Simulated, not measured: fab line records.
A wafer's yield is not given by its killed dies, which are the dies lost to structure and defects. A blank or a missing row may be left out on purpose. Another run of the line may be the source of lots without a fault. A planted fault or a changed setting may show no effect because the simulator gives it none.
A lot that was struck, set against a sound lot ; flow nand-harc ; 15 steps out of a route of 1302
Sound: wafers L544.1, L544.3, L544.6. Wafers L539.2, L539.5, L539.6 were the ones struck. The cause is given at the end.
Each step with rows lists, per side, the tool, then ch with its chambers, then its first start. Under that, the readings that differ: sound wafers ; struck wafers ; difference of the means ; sigmas: that difference in standard deviations of wafers without a fault.
alike: a reading whose means differ by less than 2 such deviations, as well as words and numbers matching on both sides. not compared: withheld readings; readings where some wafer has no value; bounds like >300 that might hide an equal value; numbers whose values overlap and for which the record gives no deviation.
The two part at a step that has a row with sigmas, a row that says differs or no value, or rows on one side only. Non-overlapping numbers with no deviation appear without sigmas and do not part them. A reading missing from all wafers of one side parts the sides only when that side holds two or more wafers.

NHARC_A_CHANNEL_HOLE_D1_INSPECT_40:
  sound on defect-inspect-01 at day 17 10:38; struck on defect-inspect-01 at day 15 09:44
  alike: raw-defect-count
then, 3 steps without rows for these wafers: NHARC_A_CHANNEL_FILL_D1_PRECLEAN_00 (cleans in SC1); NHARC_A_CHANNEL_FILL_D1_SRD_01; NHARC_A_CHANNEL_FILL_D1_ALD_02 (deposits SiO2, target thk 6 nm, pulse time 10 s, ald cycles 60).
NHARC_A_CHANNEL_FILL_D1_ALD_03: deposits SiNx, target thk 6 nm, pulse time 60 s, ald cycles 58.
  sound: ald-sin-batch-01 ch 0; struck: ald-sin-batch-02 ch 0
  alike: precursor-pulse-height-rel
NHARC_A_CHANNEL_FILL_D1_ALD_14: deposits SiO2, target thk 2.5 nm, pulse time 10 s, ald cycles 25.
  sound on ald-hk-01 ch 1,3, day 17 17:53; struck on ald-hk-03 ch 0,1,2, day 15 17:02
  alike: heater-power-outer-w, heater-power-w, precursor-pulse-height-rel
then, 1 step without rows for these wafers: NHARC_A_CHANNEL_FILL_D1_ALD_15 (deposits SiNx, target thk 2 nm, pulse time 60 s, ald cycles 19).
NHARC_A_CHANNEL_FILL_D1_ALD_16: deposits SiO2, target thk 1.5 nm, pulse time 10 s, ald cycles 15.
  sound on ald-hk-03 ch 0,1,2, day 17 23:05; struck on ald-hk-03 ch 0,1,3, day 15 22:13
  alike: heater-power-outer-w, heater-power-w, precursor-pulse-height-rel
then, 2 steps without rows for these wafers: NHARC_A_CHANNEL_FILL_D1_ANNEAL_17 (time 1800 s); NHARC_A_CHANNEL_FILL_D1_CVD_18 (deposits poly-Si, target thk 3 nm).
NHARC_A_CHANNEL_FILL_D1_ETCHBACK_19: etches the open film in HBr/Cl2, target depth 5 nm, time 1.7 s.
  sound on rie-si-01 ch 0,1,2, day 18 10:49; struck on rie-si-04 ch 0,1,3, day 16 09:56
  alike: drypump-motor-current-A, mfc-cl2-sccm, oes-product-au, throttle-valve-pct
  not compared: rf-hours-counter-h
NHARC_A_CHANNEL_FILL_D1_ETCHBACK_20: etches the open film in C4F8/O2/Ar, target depth 27 nm, time 13.5 s.
  sound on rie-diel-11 ch 0,2,3, day 18 10:56; struck on rie-diel-11 ch 2,3, day 16 10:01
reading;sound;struck;difference;sigmas
oes-product-au (a.u.);0.92 0.92 0.94;1.01 0.99 0.99;+0.07;+2
  alike: rf-vpp-V
  not compared: rf-hours-counter-h
NHARC_A_CHANNEL_FILL_D1_STRIP_28: strips in O2, time 20 s.
  sound on rie-diel-11 ch 0,2, day 18 11:01; struck on rie-diel-11 ch 0,3, day 16 10:07
  no value came back on the struck wafers for any of 8 readings (bias-w (W), chamber-pressure-mTorr (mTorr) and others); on the sound wafers bias-w (W) reads 0 0 0
  not compared: rf-hours-counter-h
then, 1 step without rows for these wafers: NHARC_A_CHANNEL_FILL_D1_PRECLEAN_21 (cleans in dHF, time 30 s).
-- record jumps: 15 days between struck wafers' starts before vs after; left off in module A_CHANNEL_FILL_D1, resumes in module END, first step shown is number 1302 of the route --
NHARC_END_SORT_01:
  here the record holds rows for the struck wafers (prober-02 ch 0, day 31 02:17) but none for the sound ones

WHERE THEY PART
First at NHARC_A_CHANNEL_FILL_D1_ETCHBACK_20; last, within this record, at NHARC_END_SORT_01.

WHY: what had been put in by the simulator
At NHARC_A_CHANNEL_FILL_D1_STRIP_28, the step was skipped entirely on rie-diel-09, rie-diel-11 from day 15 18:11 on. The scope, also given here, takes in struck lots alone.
